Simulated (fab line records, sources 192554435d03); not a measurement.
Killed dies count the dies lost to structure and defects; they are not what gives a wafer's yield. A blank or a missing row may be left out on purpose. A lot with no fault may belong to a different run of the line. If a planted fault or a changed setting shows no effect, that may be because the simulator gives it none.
Chamber matching -- flow n5-finfet -- 4 sister chambers for N5_BEOL_M14_DESCUM_33 on rie-diel-01
The step chemistry O2, time 7.9 s. 16 wafers are shown with their chamber, then 8 later ones without.

WAFERS, EACH WITH ITS CHAMBER
wafer,chamber,drypump-motor-current-A (A),showerhead-plenum-p-Torr (Torr),throttle-valve-pct (%)
L572.1,3,6.1,2.03,20.0
L572.4,1,5.5,2.10,20.1
L572.5,2,5.9,2.16,20.7
L571.1,2,5.9,2.16,20.7
L571.5,0,5.4,2.03,20.7
L571.6,3,6.1,2.03,20.0
L578.1,0,5.4,2.02,20.7
L578.4,2,5.9,2.16,20.7
L578.5,0,5.4,2.02,20.7
L579.2,0,5.5,2.02,20.8
L579.5,0,5.5,2.02,20.7
L579.6,1,5.5,2.09,20.2
L587.1,3,6.1,2.02,20.0
L587.4,0,5.5,2.01,20.8
L587.6,0,5.4,2.01,20.8
L590.1,2,5.8,2.15,20.4

SIGNATURES (averages over the wafers above)
reading,chamber 0,chamber 1,chamber 2,chamber 3,scatter within a chamber
drypump-motor-current-A,5.443,5.500,5.875,6.100,0.0453
showerhead-plenum-p-Torr,2.0186,2.0950,2.1575,2.0267,0.00631
throttle-valve-pct,20.743,20.150,20.625,20.000,0.0864
Rule: a wafer's distance from a chamber is the root of the sum, over the readings, of the square of ((its reading less the chamber's mean) divided by the reading's scatter). If the next closest chamber is less than 2 further off than the closest, the wafer can't be placed; otherwise it belongs to the closest. The scatter: take each reading less its chamber's mean, square it, sum over the shown wafers, divide by the number of wafers less the number of chambers, and take the root.

WAFERS WITHOUT THEIR CHAMBER
wafer,drypump-motor-current-A (A),showerhead-plenum-p-Torr (Torr),throttle-valve-pct (%)
L590.3,5.5,2.09,20.2
L590.5,5.5,2.09,20.2
L588.1,5.4,2.01,20.8
L588.5,5.9,2.15,20.4
L588.6,6.1,2.02,20.0
L591.2,6.1,2.02,20.1
L591.4,5.9,2.15,20.3
L591.6,5.5,2.01,20.8

WHICH CHAMBER EACH WENT THROUGH
wafer,from the rows above,in truth
L590.3,1,1
L590.5,1,1
L588.1,0,0
L588.5,2,2
L588.6,3,3
L591.2,3,3
L591.4,2,2
L591.6,0,0
Correct placement for 8 of the 8. From these rows, 0 cannot be placed. Number placed wrongly: 0.
